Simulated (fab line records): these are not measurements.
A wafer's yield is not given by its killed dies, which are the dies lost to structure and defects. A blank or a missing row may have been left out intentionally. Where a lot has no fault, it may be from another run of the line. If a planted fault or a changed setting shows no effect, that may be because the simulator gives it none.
fab line records	flow n5_finfet
record: lots: 7	wafers: 21
route steps=1938 shown BEOL_M0_SAQP@692 BEOL_M1@758 BEOL_M2@867 BEOL_M3@933
start_h: hours from the record's opening day to when the first of the lot's shown wafers began	wait_h: hours since the lot's step before	" repeats the value in the row above	L1.1+2: several wafers, shown together as one row	- value missing, or start not given	* or withheld: withheld	< > ~ a bound
route shown NAME@n: NAME is a module with steps in the file, n the number in the route of the first one	usual: mean and standard deviation over wafers with no fault	same: alike in all rows	chamber/n: place in a boat	sites: the reading at each site	_std_site: how widely they spread, as a standard deviation	_edge_site: the outer-site mean with the inner-site mean subtracted	radius_mm: how far each site lies from the wafer's centre	mask NAME#n: copy n	behind: the most recent tool/chamber to have shaped the wafer	hold: reason for holding the lot/hours on hold/outcome of the hold	device: the n, p or np transistor that did not switch	end of line: the route-end tests of the same wafers	a step given without rows: its recipe and nothing more	killed: dies lost to structure and defects at the first sort, not the wafer's yield	map: a wafer's dies, x killed, . not, _ none there
set.NAME: the run value of the setting; set.NAME@STEP: its run value at that earlier step	model.NAME: the simulator's own value behind a step, which no gauge read
one table per step and one row per wafer, for lots whose settings were changed on purpose
== steps ==
step: N5_BEOL_M0_SAQP_DESCUM_45
recipe: chemistry: O2	time_s: 7	source_power_w: 50	bias_power_w: 20	pressure_mtorr: 20	rf_frequency_hz: 2.712e+07	temp_c: 40	resist: CAR-EUV	o2_flow_sccm: 225
lot.wafer	tool	chamber	start_h	wait_h	set.time_s	set.spin_rpm@BEOL_M0_SAQP_COAT_34	model.CAR-EUV_of_BEOL_M0_SAQP_COAT_34.thk_nm
L074.2	rie_diel-03	2	111.85	0.0	8.215	1500	25.6
L074.3	"	0	"	"	8.215	1663	24
L074.4	"	3	"	"	7	1500	26
L075.2	rie_diel-03	1	116.56	0.0	6.59	1500	26.2
L075.3	"	0	"	"	7	1373	27.4
L075.6	"	1	"	"	6.59	1373	27.6
L077.1	rie_diel-03	3	127.23	0.1	7.975	1607	24.6
L077.5	"	2	"	"	7	1500	26.2
L077.6	"	3	"	"	7.975	1500	25.6
L078.1	rie_diel-01	1	137.29	0.0	7	1500	26.2
L078.3+6	"	0	"	"	7	1500	26
L088.2	rie_diel-03	1	198.35	0.0	7	1500	26.4
L088.4	"	2	"	"	7	1607	25.2
L088.5	"	2	"	"	7	1500	26.2
L095.1	rie_diel-03	3	234.93	0.0	7	1549	25.6
L095.3	"	0	"	"	7.915	1549	25.2
L095.5	"	1	"	"	7	1500	26
L096.1+5	rie_diel-05	1,2	242.85	0.1	7	1500	26
L096.3	"	3	"	"	7	1563	25.4
step: N5_BEOL_M1_COAT_05
recipe: resist: CAR-EUV	spin_rpm: 1500	resist_thk_nm: 30
lot.wafer	tool	chamber	start_h	wait_h	set.spin_rpm	model.CAR-EUV_of_BEOL_M1_COAT_05.thk_nm
L074.2+4	litho_track-04	0	-	-	1386	31.2
L074.3	"	0	"	"	1500	30
L075.2+6	litho_track-05	0	-	-	1611	29
L075.3	"	0	"	"	1500	30
L077.1	litho_track-05	0	-	-	1615	29
L077.5	"	0	"	"	1615	28.8
L077.6	"	0	"	"	1500	29.8
L078.1+6	litho_track-04	0	-	-	1500	30
L078.3	"	0	"	"	1500	30.2
L088.2+5	litho_track-05	0	-	-	1382	31.2
L088.4	"	0	"	"	1500	30
L095.1+3+5	litho_track-04	0	-	-	1500	30
L096.1+3	litho_track-04	0	-	-	1500	30
L096.5	"	0	"	"	1589	29.2
step: N5_BEOL_M1_EBR_07
recipe: solvent: PGMEA	ebr_width_mm: 1.5
step: N5_BEOL_M1_SOFTBAKE_06
recipe: temp_c: 110	time_s: 60	resist: CAR-EUV
step: N5_BEOL_M1_EXPOSE_08
recipe: mask_id: M1	na: 0.33	source_shape: dipole	sigma_inner: 0.369	sigma_outer: 0.767	polarization: unpolarized	dose_mj: 33
step: N5_BEOL_M1_PEB_09
recipe: peb_temp_c: 100	peb_time_s: 60	resist: CAR-EUV
step: N5_BEOL_M1_DEVELOP_10
recipe: develop_time_s: 30	developer: TMAH	resist: CAR-EUV	rinse_liquid: surfactant_rinse	dry: air_spin	dev_temp_c: 23
lot.wafer	tool	chamber	start_h	wait_h	set.spin_rpm@BEOL_M1_COAT_05	model.CAR-EUV_of_BEOL_M1_COAT_05.thk_nm
L074.2+4	litho_track-04	0	-	-	1386	30.8
L074.3	"	0	"	"	1500	29.6
L075.2	litho_track-05	0	-	-	1611	28.4
L075.3	"	0	"	"	1500	29.6
L075.6	"	0	"	"	1611	28.6
L077.1+5	litho_track-01	0	-	-	1615	28.4
L077.6	"	0	"	"	1500	29.4
L078.1+3+6	litho_track-04	0	-	-	1500	29.6
L088.2+5	litho_track-04	0	-	-	1382	30.8
L088.4	"	0	"	"	1500	29.6
L095.1+3	litho_track-04	0	-	-	1500	29.6
L095.5	"	0	"	"	1500	29.4
L096.1+3	litho_track-01	0	-	-	1500	29.6
L096.5	"	0	"	"	1589	28.6
step: N5_BEOL_M1_DESCUM_16
recipe: chemistry: O2	time_s: 7	source_power_w: 50	bias_power_w: 20	pressure_mtorr: 20	rf_frequency_hz: 2.712e+07	temp_c: 40	resist: CAR-EUV	o2_flow_sccm: 225
lot.wafer	tool	chamber	start_h	wait_h	set.spin_rpm@BEOL_M1_COAT_05	model.CAR-EUV_of_BEOL_M1_COAT_05.thk_nm
L074.2+4	rie_diel-03	0,2	121.06	0.1	1386	27.4
L074.3	"	3	"	"	1500	26
L075.2+6	rie_diel-03	0,3	125.19	0.1	1611	25
L075.3	"	1	"	"	1500	26.2
L077.1	rie_diel-05	2	141.60	0.0	1615	25
L077.5	"	2	"	"	1615	24.8
L077.6	"	3	"	"	1500	26
L078.1+3+6	rie_diel-05	2,0,2	145.29	0.0	1500	26
L088.2+5	rie_diel-01	0,2	212.46	0.2	1382	27.2
L088.4	"	0	"	"	1500	26
L095.1+5	rie_diel-05	2	245.54	0.0	1500	26
L095.3	"	1	"	"	1500	26.2
L096.1	rie_diel-03	1	251.46	0.2	1500	26.2
L096.3	"	2	"	"	1500	26
L096.5	"	2	"	"	1589	25.2
step: N5_BEOL_M1_ETCH_64
recipe: chemistry: N2/H2	target: SOC	target_depth_a: 750	overetch_a: 150	mask_material: SiARC	temp_c: 40	time_s: 112.5	ion_energy_ev: 200	pressure_mtorr: 30	source_w: 840	bias_w: 150	n2_flow_sccm: 200	h2_flow_sccm: 200
lot.wafer	tool	chamber	start_h	wait_h	set.time_s	model.SiARC_of_BEOL_M1_COAT_62.thk_nm
L074.2	rie_diel-03	0	121.14	0.0	112.5	7
L074.3	"	3	"	"	124.5	6.6
L074.4	"	2	"	"	124.5	6.4
L075.2	rie_diel-03	0	125.27	0.0	112.5	6.8
L075.3	"	1	"	"	100.8	7.2
L075.6	"	3	"	"	100.8	7.6
L077.1	rie_diel-05	2	141.68	0.0	123.5	6
L077.5	"	2	"	"	112.5	6.6
L077.6	"	3	"	"	123.5	6.2
L078.1+6	rie_diel-05	2	145.37	0.0	112.5	6.6
L078.3	"	0	"	"	112.5	6.8
L088.2	rie_diel-01	0	212.54	0.0	100	7.6
L088.4	"	0	"	"	100	7.4
L088.5	"	2	"	"	112.5	7
L095.1+5	rie_diel-05	2	245.62	0.0	112.5	6.6
L095.3	"	1	"	"	112.5	7
L096.1	rie_diel-03	1	251.54	0.0	112.5	6.8
L096.3+5	"	2	"	"	103.5	7.2
step: N5_BEOL_M2_COAT_67
recipe: resist: SOC	temp_c: 250	time_s: 60	spin_rpm: 1500	resist_thk_nm: 60
lot.wafer	tool	chamber	start_h	wait_h	set.spin_rpm	model.SOC_of_BEOL_M2_COAT_67.thk_nm
L074.2+4	litho_track-03	0	131.41	0.0	1500	60
L074.3	"	0	"	"	1442	61.2
L075.2	litho_track-02	0	133.99	0.0	1500	60
L075.3	"	0	"	"	1431	61.4
L075.6	"	0	"	"	1500	60.2
L077.1+5	litho_track-03	0	149.93	0.0	1585	58.6
L077.6	"	0	"	"	1585	58.8
L078.1+6	litho_track-02	0	158.08	0.0	1500	60.2
L078.3	"	0	"	"	1500	60
L088.2+5	litho_track-02	0	220.33	0.0	1500	60
L088.4	"	0	"	"	1454	60.8
L095.1	litho_track-02	0	257.19	0.0	1500	59.8
L095.3+5	"	0	"	"	1500	60
L096.1	litho_track-01	0	266.99	0.0	1500	60.2
L096.3	"	0	"	"	1374	62.8
L096.5	"	0	"	"	1500	60
step: N5_BEOL_M2_COAT_68
recipe: resist: SiARC	temp_c: 220	time_s: 60	spin_rpm: 1500	resist_thk_nm: 12
lot.wafer	tool	chamber	start_h	wait_h	set.spin_rpm	model.SiARC_of_BEOL_M2_COAT_68.thk_nm
L074.2+4	litho_track-03	0	-	-	1500	12
L074.3	"	0	"	"	1607	11.6
L075.2+6	litho_track-02	0	-	-	1667	11.4
L075.3	"	0	"	"	1500	12
L077.1+5	litho_track-03	0	-	-	1368	12.6
L077.6	"	0	"	"	1500	12
L078.1+3+6	litho_track-02	0	-	-	1500	12
L088.2+4+5	litho_track-02	0	-	-	1500	12
L095.1+3+5	litho_track-02	0	-	-	1500	12
L096.1+3	litho_track-01	0	-	-	1500	12
L096.5	"	0	"	"	1639	11.4
step: N5_BEOL_M2_COAT_76
recipe: resist: underlayer	temp_c: 205	time_s: 60	spin_rpm: 1500	resist_thk_nm: 5
step: N5_BEOL_M2_COAT_22
recipe: resist: CAR-EUV	spin_rpm: 1500	resist_thk_nm: 30
step: N5_BEOL_M2_DESCUM_33
recipe: chemistry: O2	time_s: 7	source_power_w: 50	bias_power_w: 20	pressure_mtorr: 20	rf_frequency_hz: 2.712e+07	temp_c: 40	resist: CAR-EUV	o2_flow_sccm: 225
step: N5_BEOL_M2_ETCH_77
recipe: chemistry: N2/H2	target: underlayer	target_depth_a: 65	mask_material: CAR-EUV	time_s: 5.2	ion_energy_ev: 200	pressure_mtorr: 30	source_w: 840	bias_w: 150	n2_flow_sccm: 200	h2_flow_sccm: 200	ends: cleared
step: N5_BEOL_M2_ETCH_69
recipe: chemistry: CF4	target: SiARC	target_depth_a: 156	mask_material: CAR-EUV	time_s: 26	ion_energy_ev: 80	pressure_mtorr: 40	source_w: 545	bias_w: 36	Ar_flow_sccm: 100	cf4_flow_sccm: 100	ends: cleared
lot.wafer	tool	chamber	start_h	wait_h	set.spin_rpm@BEOL_M2_COAT_68	model.etch.depth_nm	model.CAR-EUV_of_BEOL_M2_COAT_22.thk_nm
L074.2+4	rie_diel-02	2,0	132.09	0.0	1500	12.02	11.2
L074.3	"	3	"	"	1607	11.62	11.4
L075.2	rie_diel-02	2	134.44	0.0	1667	11.39	11.6
L075.3	"	1	"	"	1500	12	11.2
L075.6	"	0	"	"	1667	11.38	11.8
L077.1	rie_diel-02	1	150.51	0.0	1368	12.52	10.6
L077.5	"	1	"	"	1368	12.54	10.6
L077.6	"	2	"	"	1500	12	11.2
L078.1	rie_diel-06	2	158.60	0.0	1500	12.05	11.2
L078.3	"	3	"	"	1500	12.07	11.2
L078.6	"	3	"	"	1500	12.08	11.2
L088.2	rie_diel-04	1	221.35	0.0	1500	12.02	11
L088.4	"	2	"	"	1500	12.03	11
L088.5	"	0	"	"	1500	11.99	11.2
L095.1	rie_diel-04	2	257.89	0.0	1500	12.03	11
L095.3	"	3	"	"	1500	12	11.2
L095.5	"	3	"	"	1500	12.02	11.2
L096.1	rie_diel-06	3	267.45	0.0	1500	12.02	11.2
L096.3	"	2	"	"	1500	12.01	11.2
L096.5	"	3	"	"	1639	11.49	11.6
step: N5_BEOL_M2_ALD_98
recipe: material: SiO2	target_thk_a: 25	temp_c: 100	ald_precursor_family: BDEAS	ald_co_reactant: O2-plasma	pulse_time_s: 1	co_reactant_pulse_time_s: 1	purge_time_s: 2	co_reactant_purge_time_s: 2	ald_cycles: 17	pressure_torr: 2
step: N5_BEOL_M2_ETCHBACK_99
recipe: chemistry: CHF3	target: SiO2	target_depth_a: 50	time_s: 10.4	source_w: 215	bias_w: 47	Ar_flow_sccm: 200	CHF3_flow_sccm: 12	ion_energy_ev: 100	pressure_mtorr: 30
lot.wafer	tool	chamber	start_h	wait_h	set.spin_rpm@BEOL_M2_COAT_68	model.CAR-EUV_of_BEOL_M2_COAT_22.thk_nm
L075.2+6	rie_diel-02	0,2	136.81	2.2	1667	11
L075.3	"	2	"	"	1500	10.4
L074.2	rie_diel-06	0	137.55	5.3	1500	10.4
L074.3	"	2	"	"	1607	10.6
L074.4	"	2	"	"	1500	10.6
L077.1+5	rie_diel-06	0	152.14	1.5	1368	9.8
L077.6	"	3	"	"	1500	10.6
L078.1+3+6	rie_diel-02	3,0,1	159.06	0.3	1500	10.4
L088.2+4+5	rie_diel-02	0,3,1	224.65	3.2	1500	10.4
L095.1+3+5	rie_diel-04	0,3,3	259.03	0.3	1500	10.4
L096.1+3	rie_diel-02	3,0	271.78	3.9	1500	10.4
L096.5	"	3	"	"	1639	10.8
step: N5_BEOL_M2_ETCH_70
recipe: chemistry: N2/H2	target: SOC	target_depth_a: 800	overetch_a: 240	mask_material: SiARC	temp_c: 40	time_s: 130	ion_energy_ev: 200	pressure_mtorr: 30	source_w: 840	bias_w: 150	n2_flow_sccm: 200	h2_flow_sccm: 200
lot.wafer	tool	chamber	start_h	wait_h	set.spin_rpm@BEOL_M2_COAT_67	model.etch.depth_nm
L075.2	rie_diel-02	0	136.85	0.0	1500	59.99
L075.3	"	2	"	"	1431	61.48
L075.6	"	2	"	"	1500	60.18
L074.2	rie_diel-06	0	137.58	0.0	1500	60.09
L074.3	"	2	"	"	1442	61.19
L074.4	"	2	"	"	1500	59.98
L077.1	rie_diel-06	0	152.18	0.0	1585	58.56
L077.5	"	0	"	"	1585	58.6
L077.6	"	3	"	"	1585	58.83
L078.1	rie_diel-02	3	159.10	0.0	1500	60.14
L078.3	"	0	"	"	1500	60.09
L078.6	"	1	"	"	1500	60.28
L088.2	rie_diel-02	0	224.69	0.0	1500	59.93
L088.4	"	3	"	"	1454	60.78
L088.5	"	1	"	"	1500	59.98
L095.1	rie_diel-04	0	259.07	0.0	1500	59.76
L095.3	"	3	"	"	1500	59.96
L095.5	"	3	"	"	1500	59.98
L096.1	rie_diel-02	3	271.82	0.0	1500	60.11
L096.3	"	0	"	"	1374	62.74
L096.5	"	3	"	"	1500	59.93
step: N5_BEOL_M2_STRIP_71
recipe: chemistry: N2/H2	temp_c: 40	n2_flow_sccm: 200	h2_flow_sccm: 200	rf_frequency_hz: 6e+07
step: N5_BEOL_M2_STRIP_78
recipe: chemistry: N2/H2	temp_c: 40	n2_flow_sccm: 200	h2_flow_sccm: 200	rf_frequency_hz: 6e+07
step: N5_BEOL_M2_VIA_ETCH_34
recipe: chemistry: C4F6/O2	target_depth_a: 694	mask_material: SOC	pressure_mtorr: 15	ion_energy_ev: 250	taper_deg: 4	time_s: 65.9	source_w: 350	bias_w: 170	Ar_flow_sccm: 300	C4F6_flow_sccm: 10	O2_flow_sccm: 10
lot.wafer	tool	chamber	start_h	wait_h	set.spin_rpm@BEOL_M2_COAT_67	model.SOC_of_BEOL_M2_COAT_67.thk_nm
L075.2	rie_diel-02	0	136.95	0.0	1500	51.8
L075.3	"	2	"	"	1431	53.4
L075.6	"	2	"	"	1500	52.2
L074.2	rie_diel-06	0	137.69	0.0	1500	52.2
L074.3	"	2	"	"	1442	53.2
L074.4	"	2	"	"	1500	51.8
L077.1	rie_diel-06	0	152.28	0.0	1585	50.4
L077.5	"	0	"	"	1585	50.6
L077.6	"	3	"	"	1585	51
L078.1+3+6	rie_diel-02	3,0,1	159.20	0.0	1500	52
L088.2	rie_diel-02	0	224.79	0.0	1500	51.8
L088.4	"	3	"	"	1454	52.6
L088.5	"	1	"	"	1500	51.6
L095.1	rie_diel-04	0	259.18	0.0	1500	51.6
L095.3	"	3	"	"	1500	52
L095.5	"	3	"	"	1500	51.8
L096.1+5	rie_diel-02	3	271.92	0.0	1500	51.8
L096.3	"	0	"	"	1374	54.6
step: N5_BEOL_M3_PECVD_72
recipe: material: SiO2	target_thk_a: 160	temp_c: 400	precursor: TEOS/O2	pressure_torr: 5.5	rf_w: 450	teos_flow_sccm: 53.8	gas: O2	flow_sccm: 3000	time_s: 18
lot.wafer	tool	chamber	start_h	wait_h	set.temp_c	model.SiO2_of_BEOL_M3_PECVD_72.thk_nm
L075.2	pecvd-02	0	141.76	0.0	390.2	16.8
L075.3	"	2	"	"	400	16
L075.6	"	0	"	"	400	16.2
L074.2	pecvd-03	1	141.80	0.0	400	16
L074.3	"	0	"	"	400	15.8
L074.4	"	2	"	"	400	16.4
L077.1	pecvd-02	1	157.23	0.0	414.5	14.6
L077.5	"	0	"	"	400	16.2
L077.6	"	1	"	"	414.5	14.4
L078.1	pecvd-04	0	163.49	0.0	400	16
L078.3	"	2	"	"	400	15.8
L078.6	"	2	"	"	400	16.2
L088.2+5	pecvd-03	1,2	228.91	0.0	400	16
L088.4	"	0	"	"	409.8	15.2
L095.1	pecvd-03	2	263.65	0.0	400	16
L095.3	"	0	"	"	407.5	15.2
L095.5	"	1	"	"	407.5	15.4
L096.1	pecvd-03	1	276.06	0.0	413	14.4
L096.3	"	2	"	"	400	15.8
L096.5	"	2	"	"	400	16
step: N5_BEOL_M3_COAT_62
recipe: resist: SiARC	temp_c: 220	time_s: 60	spin_rpm: 1500	resist_thk_nm: 12
lot.wafer	tool	chamber	start_h	wait_h	set.spin_rpm	model.SiARC_of_BEOL_M3_COAT_62.thk_nm
L075.2+3+6	litho_track-03	0	-	-	1500	12
L074.2	litho_track-04	0	-	-	1500	12
L074.3+4	"	0	"	"	1455	12.2
L077.1	litho_track-03	0	-	-	1500	12
L077.5+6	"	0	"	"	1594	11.6
L078.1+3+6	litho_track-04	0	-	-	1500	12
L088.2	litho_track-05	0	-	-	1500	12
L088.4	"	0	"	"	1631	11.4
L088.5	"	0	"	"	1631	11.6
L095.1+5	litho_track-03	0	-	-	1622	11.6
L095.3	"	0	"	"	1500	12
L096.1+5	litho_track-04	0	-	-	1652	11.4
L096.3	"	0	"	"	1500	11.8
step: N5_BEOL_M3_COAT_73
recipe: resist: underlayer	temp_c: 205	time_s: 60	spin_rpm: 1500	resist_thk_nm: 5
step: N5_BEOL_M3_COAT_05
recipe: resist: CAR-EUV	spin_rpm: 1500	resist_thk_nm: 30
step: N5_BEOL_M3_DESCUM_16
recipe: chemistry: O2	time_s: 7	source_power_w: 50	bias_power_w: 20	pressure_mtorr: 20	rf_frequency_hz: 2.712e+07	temp_c: 40	resist: CAR-EUV	o2_flow_sccm: 225
step: N5_BEOL_M3_ETCH_74
recipe: chemistry: N2/H2	target: underlayer	target_depth_a: 65	mask_material: CAR-EUV	time_s: 5.2	ion_energy_ev: 200	pressure_mtorr: 30	source_w: 840	bias_w: 150	n2_flow_sccm: 200	h2_flow_sccm: 200	ends: cleared
step: N5_BEOL_M3_ETCH_63
recipe: chemistry: CF4	target: SiARC	target_depth_a: 156	mask_material: CAR-EUV	time_s: 26	ion_energy_ev: 80	pressure_mtorr: 40	source_w: 545	bias_w: 36	Ar_flow_sccm: 100	cf4_flow_sccm: 100	ends: cleared
lot.wafer	tool	chamber	start_h	wait_h	set.spin_rpm@BEOL_M3_COAT_62	model.etch.depth_nm
L075.2+3	rie_diel-03	3,2	142.85	0.0	1500	12.04
L075.6	"	2	"	"	1500	12.01
L074.2	rie_diel-05	2	143.02	0.0	1500	12.06
L074.3	"	0	"	"	1455	12.27
L074.4	"	1	"	"	1455	12.25
L077.1	rie_diel-01	1	159.39	0.0	1500	12.01
L077.5	"	1	"	"	1594	11.66
L077.6	"	2	"	"	1594	11.65
L078.1	rie_diel-05	0	164.68	0.0	1500	12.04
L078.3	"	2	"	"	1500	12.07
L078.6	"	3	"	"	1500	12.05
L088.2	rie_diel-01	3	231.10	0.0	1500	12.01
L088.4	"	3	"	"	1631	11.46
L088.5	"	1	"	"	1631	11.55
L095.1	rie_diel-01	0	265.37	0.0	1622	11.53
L095.3	"	1	"	"	1500	12
L095.5	"	0	"	"	1622	11.54
L096.1	rie_diel-03	3	277.20	0.0	1652	11.34
L096.3	"	2	"	"	1500	11.9
L096.5	"	0	"	"	1652	11.38
step: N5_BEOL_M3_ETCH_41
recipe: chemistry: CH3F/O2	target: SiCN	target_depth_a: 299	taper_deg: 2	time_s: 52.5	ion_energy_ev: 120	mask_material: TiN	pressure_mtorr: 30	source_w: 395	bias_w: 75	Ar_flow_sccm: 150	CH3F_flow_sccm: 30	O2_flow_sccm: 20
lot.wafer	tool	chamber	start_h	wait_h	set.target_depth_a	model.etch.depth_nm
L075.2	rie_diel-05	1	-	-	299	19.68
L075.3	"	0	"	"	299	20.17
L075.6	"	3	"	"	266.8	17.71
L074.2	rie_diel-03	0	-	-	299	19.38
L074.3	"	3	"	"	299	19.45
L074.4	"	1	"	"	309.6	20.58
L077.1	rie_diel-03	2	-	-	324.4	21.62
L077.5	"	2	"	"	324.4	21.59
L077.6	"	1	"	"	299	19.9
L078.1	rie_diel-03	1	-	-	299	20.08
L078.3	"	0	"	"	299	19.96
L078.6	"	0	"	"	299	19.69
L088.2	rie_diel-01	1	-	-	277.1	18.53
L088.4	"	0	"	"	277.1	18.49
L088.5	"	3	"	"	299	19.25
L095.1	rie_diel-05	1	-	-	299	19.39
L095.3	"	3	"	"	299	19.64
L095.5	"	2	"	"	299	20.33
L096.1	rie_diel-05	0	-	-	299	19.86
L096.3	"	2	"	"	299	20.03
L096.5	"	0	"	"	299	19.83
step: N5_BEOL_M3_STRIP_97
recipe: chemistry: N2/H2	time_s: 10	power_w: 450	temp_c: 40	pressure_mtorr: 20	rf_frequency_hz: 6e+07	bias_power_w: 7	n2_flow_sccm: 200	h2_flow_sccm: 200
step: N5_BEOL_M3_HM_STRIP_39
recipe: chemistry: peroxide_tin_strip	material: TiN	target_depth_a: 250	temp_c: 50	time_s: 158
lot.wafer	tool	chamber	start_h	wait_h	set.temp_c@BEOL_M3_PECVD_72	model.SiO2_of_BEOL_M3_PECVD_72.thk_nm
L075.2	wet_bench-04	5	144.63	0.0	390.2	16.8
L075.3	"	7	"	"	400	15.8
L075.6	"	2	"	"	400	16
L074.2	wet_bench-05	5	144.75	0.0	400	15.8
L074.3	"	1	"	"	400	15.6
L074.4	"	4	"	"	400	16.2
L077.1+6	wet_bench-01	6,5	163.80	0.0	414.5	14.4
L077.5	"	0	"	"	400	16.2
L078.1+6	wet_bench-05	1,0	172.68	0.0	400	16
L078.3	"	7	"	"	400	15.6
L088.2+5	wet_bench-05	4,2	233.26	0.0	400	16
L088.4	"	5	"	"	409.8	15
L095.1	wet_bench-05	6	267.08	0.0	400	15.8
L095.3	"	7	"	"	407.5	15
L095.5	"	3	"	"	407.5	15.4
L096.1	wet_bench-05	4	280.18	0.0	413	14.4
L096.3	"	6	"	"	400	15.6
L096.5	"	3	"	"	400	15.8
== key ==
split: step: N5_BEOL_M0_SAQP_DESCUM_45	setting: time_s	stated: 7	by: wafer
response none clear
split: step: N5_BEOL_M1_COAT_05	setting: spin_rpm	stated: 1500	by: wafer
response: step: N5_BEOL_M1_COAT_05	reading: model.CAR-EUV_of_BEOL_M1_COAT_05.thk_nm	change: -0.14	per: 1%	r: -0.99
response: step: N5_BEOL_M1_DEVELOP_10	reading: model.CAR-EUV_of_BEOL_M1_COAT_05.thk_nm	change: -0.15	per: 1%	r: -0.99
response: step: N5_BEOL_M1_DESCUM_16	reading: model.CAR-EUV_of_BEOL_M1_COAT_05.thk_nm	change: -0.159	per: 1%	r: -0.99
split: step: N5_BEOL_M1_ETCH_64	setting: time_s	stated: 112.5	by: wafer
response: step: N5_BEOL_M1_ETCH_64	reading: model.SiARC_of_BEOL_M1_COAT_62.thk_nm	change: -0.0499	per: 1%	r: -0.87
split: step: N5_BEOL_M2_COAT_67	setting: spin_rpm	stated: 1500	by: wafer
response: step: N5_BEOL_M2_COAT_67	reading: model.SOC_of_BEOL_M2_COAT_67.thk_nm	change: -0.308	per: 1%	r: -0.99
response: step: N5_BEOL_M2_ETCH_70	reading: model.etch.depth_nm	change: -0.313	per: 1%	r: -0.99
response: step: N5_BEOL_M2_VIA_ETCH_34	reading: model.SOC_of_BEOL_M2_COAT_67.thk_nm	change: -0.322	per: 1%	r: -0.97
split: step: N5_BEOL_M2_COAT_68	setting: spin_rpm	stated: 1500	by: wafer
response: step: N5_BEOL_M2_COAT_68	reading: model.SiARC_of_BEOL_M2_COAT_68.thk_nm	change: -0.0602	per: 1%	r: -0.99
response: step: N5_BEOL_M2_ETCH_69	reading: model.etch.depth_nm	change: -0.0568	per: 1%	r: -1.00
response: step: N5_BEOL_M2_ETCH_69	reading: model.CAR-EUV_of_BEOL_M2_COAT_22.thk_nm	change: +0.0473	per: 1%	r: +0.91
response: step: N5_BEOL_M2_ETCHBACK_99	reading: model.CAR-EUV_of_BEOL_M2_COAT_22.thk_nm	change: +0.0536	per: 1%	r: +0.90
split: step: N5_BEOL_M3_PECVD_72	setting: temp_c	stated: 400	by: wafer
response: step: N5_BEOL_M3_PECVD_72	reading: model.SiO2_of_BEOL_M3_PECVD_72.thk_nm	change: -0.409	per: 1%	r: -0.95
response: step: N5_BEOL_M3_HM_STRIP_39	reading: model.SiO2_of_BEOL_M3_PECVD_72.thk_nm	change: -0.421	per: 1%	r: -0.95
split: step: N5_BEOL_M3_COAT_62	setting: spin_rpm	stated: 1500	by: wafer
response: step: N5_BEOL_M3_COAT_62	reading: model.SiARC_of_BEOL_M3_COAT_62.thk_nm	change: -0.0504	per: 1%	r: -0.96
response: step: N5_BEOL_M3_ETCH_63	reading: model.etch.depth_nm	change: -0.0563	per: 1%	r: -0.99
split: step: N5_BEOL_M3_ETCH_41	setting: target_depth_a	stated: 299	by: wafer
response: step: N5_BEOL_M3_ETCH_41	reading: model.etch.depth_nm	change: +0.188	per: 1%	r: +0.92
split outside_this_file step=N5_BEOL_M0_SAQP_COAT_34 setting=spin_rpm
split outside_this_file: this setting was split too, and the file shows its column; the key of that split is in another file
